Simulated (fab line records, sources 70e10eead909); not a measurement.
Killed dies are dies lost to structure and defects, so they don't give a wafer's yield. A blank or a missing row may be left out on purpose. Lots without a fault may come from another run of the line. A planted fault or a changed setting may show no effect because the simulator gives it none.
A struck lot beside a sound one | flow nand_harc | 15 steps out of a route of 1302
Sound: wafers L602.2, L602.3, L602.6. Struck: wafer L613.1. (L613.3, L613.5 of the same lot were not struck and are left out.) The cause comes at the end.
At each step with rows: each side's tool, then ch and its chambers, then its first start. Under that, the readings that differ: sound wafers | struck wafers | difference of the means | sigmas: that difference in standard deviations of wafers without a fault.
alike: readings whose means differ by less than 2 such deviations, and words and numbers that are the same on both sides. not compared: withheld readings, readings that some wafer has no value for, bounds like >300 that may hide the same value, and numbers for which the record gives no deviation and whose values overlap.
The two part at a step that has a row with sigmas, a row that says differs or no value, or rows on one side only. Numbers that don't overlap but have no deviation are shown without sigmas and don't part them. A reading that every wafer of one side lacks parts them only if that side has two wafers or more.

NHARC_A_BONDPAD_THK_MEAS_20: measures by xrf.
  sound on film_metro-01, day 24 07:09; struck on film_metro-01, day 28 18:45
  alike: thk_nm
then, 1 step without rows for these wafers: NHARC_A_BONDPAD_SRD_21 (time 30 s, dry time 20 s).
NHARC_A_BONDPAD_INSPECT_23:
  sound on defect_inspect-02, day 24 07:22; struck on defect_inspect-02, day 28 18:58
  alike: raw_defect_count
NHARC_HYBRID_BOND_ACTIVATE_00: chemistry N2, time 60 s.
  sound on rie_diel-09 ch 1,3, day 24 07:26; struck on rie_diel-09 ch 3, day 28 19:02
  alike: drypump_motor_current_A, n2_flow_sccm, oes_product_au, rf_vpp_V, showerhead_plenum_p_Torr
  not compared: rf_hours_counter_h
then, 4 steps without rows for these wafers: NHARC_HYBRID_BOND_PRECLEAN_01 (cleans in DIW, time 300 s); NHARC_HYBRID_BOND_SRD_02 (time 30 s, dry time 20 s); NHARC_HYBRID_BOND_BOND_03; NHARC_HYBRID_BOND_ANNEAL_04 (time 7200 s).
NHARC_HYBRID_BOND_OVL_MEAS_05:
  sound on overlay-01, day 24 16:50; struck on overlay-01, day 29 04:46
  alike: overlay_x_nm, overlay_y_nm
NHARC_HYBRID_BOND_INSPECT_06: inspects for defects (ir void).
  sound on defect_inspect-01, day 24 16:53; struck on defect_inspect-01, day 29 04:49
  alike: raw_defect_count
NHARC_THIN_TSV_GRIND_00:
  sound on grinder-01 ch 0, day 24 17:14; struck on grinder-01 ch 0, day 29 06:09
  alike: motor_current_A
NHARC_THIN_TSV_CMP_01: polishes.
  sound on cmp-03 ch 1,2,3, day 24 18:19; struck on cmp-03 ch 1, day 29 07:22
  alike: motor_current_A, slurry_filter_dp_kPa
NHARC_THIN_TSV_THK_MEAS_02: measures by ir.
  sound on film_metro-01, day 24 18:32; struck on film_metro-01, day 29 07:37
  reading     | sound          | struck | difference | sigmas
  thk_nm (nm) | 3087 3216 3133 | 1      | -3144      | -14
then, 1 step without rows for these wafers: NHARC_THIN_TSV_SRD_03.
NHARC_END_SORT_01:
  the record has rows for the struck wafers here (prober-01 ch 0, day 29 22:14) and none for the sound ones

WHERE THEY PART
First at NHARC_THIN_TSV_THK_MEAS_02; last, within this record, at NHARC_END_SORT_01.

WHY: what the simulator had put in
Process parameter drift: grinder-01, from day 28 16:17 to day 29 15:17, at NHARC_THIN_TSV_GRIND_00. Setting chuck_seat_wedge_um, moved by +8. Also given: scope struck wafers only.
